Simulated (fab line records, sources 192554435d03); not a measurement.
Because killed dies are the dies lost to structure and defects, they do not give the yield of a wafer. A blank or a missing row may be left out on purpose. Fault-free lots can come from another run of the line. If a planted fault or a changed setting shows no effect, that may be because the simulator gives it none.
Comparing a struck lot with a sound one -- flow n5 finfet -- 15 out of 1938 route steps
Sound: these wafers, L378.3, L378.4, L378.5. The struck wafers were L367.2, L367.3, L367.6. The cause is named last.
Order at every step that has rows: each side's tool, ch and its chambers, its first start. Under that, the readings that differ: sound wafers -- struck wafers -- difference of the means -- sigmas: that difference in standard deviations of wafers without a fault.
alike: words and numbers the same on both sides, and readings whose means are apart by under 2 such deviations; not compared: readings that were withheld, readings missing a value for some wafer, numbers with overlapping values and no deviation given by the record, and bounds like >300 which may hide the same value.
Wherever a step has rows on one side only, a row that says differs or no value, or a row with sigmas, the two part there. Numbers that don't overlap but have no deviation are shown without sigmas and don't part them. Lack of a reading on every wafer of one side parts them only where that side has two or more wafers.

N5_BEOL_M5_STRIP_91: strips in N2/H2, time 10 s.
  sound on rie diel-04 ch 0,1,2; struck on rie diel-02 ch 1,2,3
  alike: drypump motor current A, oes product au, rf vpp V, showerhead plenum p Torr, throttle valve pct
  not compared: rf hours counter h
N5_BEOL_M5_OCD_MEAS_38:
  sound: ocd-01 at day 12 05:50; struck: ocd-02 at day 9 17:40
  alike: trench depth nm
then, 4 steps without rows for these wafers: N5_BEOL_M5_HM_STRIP_39 (strips TiN in peroxide tin strip, target depth 25 nm, time 158 s); N5_BEOL_M5_SRD_40 (time 30 s); N5_BEOL_M5_PRECLEAN_42 (cleans in residue remover, time 60 s); N5_BEOL_M5_SRD_43 (time 30 s).
N5_BEOL_M5_CD_MEAS_35: target cd 28 nm, target cd y 24 nm.
  sound: cd sem-01 at day 12 06:00; struck: cd sem-03 at day 9 17:49
  alike: cd nm
then, 1 step without rows for these wafers: N5_BEOL_M5_CURE_80 (cures SiCOH lowk, time 120 s).
N5_BEOL_M5_DEGAS_44: time 60 s.
  sound: pvd sputter-01 at day 12 08:31; struck: pvd sputter-02 at day 9 18:37
  alike: heater power w
N5_BEOL_M5_PRE_CLEAN_45: time 30 s.
  sound: pvd sputter-01 at day 12 08:34; struck: pvd sputter-02 at day 9 18:40
  alike: heater power w
N5_BEOL_M5_ALD_86: deposits TaN, pulse time 2 s, purge time 3 s, co reactant purge time 2 s.
  sound on ald metal-02 ch 0,1,2, day 12 08:37; struck on ald metal-04 ch 0,2, day 9 18:46
  alike: heater power w, precursor vessel pressure torr
N5_BEOL_M5_SURFACE_TREAT_87:
  sound: pvd sputter-03 at day 12 08:52; struck: pvd sputter-02 at day 9 19:05
  not compared: throttle valve pct
N5_BEOL_M5_CVD_47: deposits Co from CCTBA/H2, target thk 3 nm, time 216 s.
  sound on cvd co-01 ch 0,1,2, day 12 08:55; struck on cvd co-02 ch 0,2, day 9 19:10
reading,sound,struck,difference,sigmas
run length s (s),238.5 238.6 238.7,232.1 232.6 232.7,-6.1,-15
then, 1 step without rows for these wafers: N5_BEOL_M5_SPUTTER_48 (material Cu, target thk 15 nm, time 27.62 s).
-- here the record skips 4 days between the struck wafers' starts before and after, leaving off in module BEOL_M5 and picking up in module PASSIVATION (first step shown: number 1936 of the route) --
N5_PASSIVATION_PROBE_49:
  rows exist in the record for the struck wafers here (prober-02, day 13 11:21), but not for the sound ones

## WHERE THEY PART
At N5_BEOL_M5_CVD_47 first; at N5_PASSIVATION_PROBE_49 last (within this record only).

WHY: what had been put in by the simulator
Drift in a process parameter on cvd co-02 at N5_BEOL_M5_CVD_47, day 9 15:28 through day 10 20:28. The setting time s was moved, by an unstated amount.
